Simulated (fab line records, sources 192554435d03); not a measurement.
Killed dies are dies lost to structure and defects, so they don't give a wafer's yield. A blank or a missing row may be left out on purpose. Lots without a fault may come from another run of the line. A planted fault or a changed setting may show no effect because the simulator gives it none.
Which tool did it? | flow n5_finfet | 10 lots, 30 wafers sampled, at 3 steps of a route of 1938

WHAT THE GAUGES READ, wafer by wafer
N5_BEOL_M15_THK_MEAS_01.
lot  | measured     | on            | M15_ILD_THK (nm)
L818 | day 11 09:25 | film_metro-01 | 1619 1601 1618
L820 | day 11 19:06 | film_metro-01 | 1615 1610 1655
L819 | day 11 19:22 | film_metro-02 | 1617 1635 1615
L823 | day 12 16:43 | film_metro-01 | 1589 1599 1618
L822 | day 12 17:29 | film_metro-01 | 1627 1642 1646
L829 | day 14 04:58 | film_metro-02 | 998 1618 1642
L830 | day 14 13:26 | film_metro-01 | 1003 1625 1604
L838 | day 16 15:16 | film_metro-01 | 1605 1616 1609
L840 | day 17 00:13 | film_metro-02 | 1615 1599 1630
L839 | day 17 07:20 | film_metro-01 | 1585 1606 1635

WHICH TOOL RAN EACH LOT (tool, then ch and the chambers of the sampled wafers, then the start)
lot  | N5_BEOL_M14_ANNEAL_48            | N5_BEOL_M15_ILD_DEP_00
L818 | rtp_anneal-02 ch 0, day 11 08:23 | pecvd-02 ch 0,2, day 11 09:10
L820 | rtp_anneal-01 ch 0, day 11 18:04 | pecvd-03 ch 0,1,2, day 11 18:51
L819 | rtp_anneal-01 ch 0, day 11 18:20 | pecvd-04 ch 1,2, day 11 19:07
L823 | rtp_anneal-02 ch 0, day 12 15:41 | pecvd-04 ch 0,1, day 12 16:28
L822 | rtp_anneal-02 ch 0, day 12 16:23 | pecvd-03 ch 0,1, day 12 17:14
L829 | rtp_anneal-02 ch 0, day 14 03:55 | pecvd-02 ch 1,2, day 14 04:43
L830 | rtp_anneal-01 ch 0, day 14 12:25 | pecvd-02 ch 0,1,2, day 14 13:11
L838 | rtp_anneal-02 ch 0, day 16 14:14 | pecvd-03 ch 0,1,2, day 16 15:01
L840 | rtp_anneal-01 ch 0, day 16 23:10 | pecvd-04 ch 1,2, day 16 23:58
L839 | rtp_anneal-02 ch 0, day 17 06:23 | pecvd-03 ch 1,2, day 17 07:05
- N5_BEOL_M14_ANNEAL_48: time 90 s.
- N5_BEOL_M15_ILD_DEP_00: deposits SiO2 from TEOS/O2, target thk 1629.3 nm, time 346.1 s.

THE ANSWER, worked out from the rows above alone
Rule: what is usual is taken from the lots themselves. Put in order of their means at a reading, lots are off if they are a third of the lots or fewer, leave a main group of 4 or more, and stand apart from it by a gap of 3 or more times the standard deviation of the main group's means; of several such gaps the widest counts. A main group whose means are all the same, to the digits that the tables above print for the reading, isn't used. A lot without any number at a reading at which 4 lots or more have one is off too. The other lots that the step has rows for count as sound.
Off: L829, L830, at N5_BEOL_M15_THK_MEAS_01 (M15_ILD_THK). The main group: mean 1617 nm, standard deviation 11.
A tool fits if, at a process step before that reading, it ran every lot that is off, and no sound lot after the first of them. The gauges at N5_BEOL_M15_THK_MEAS_01 are tried like those tools. One fits: pecvd-02 at N5_BEOL_M15_ILD_DEP_00. Its last sound lot is L818 (day 11 09:10), its first lot that is off L829 (day 14 04:43): a fault that began between those two fits.

WHAT THE SIMULATOR HAD PUT IN
Process parameter drift: pecvd-02, from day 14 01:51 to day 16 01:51, at N5_BEOL_M15_ILD_DEP_00. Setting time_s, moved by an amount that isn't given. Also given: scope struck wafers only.
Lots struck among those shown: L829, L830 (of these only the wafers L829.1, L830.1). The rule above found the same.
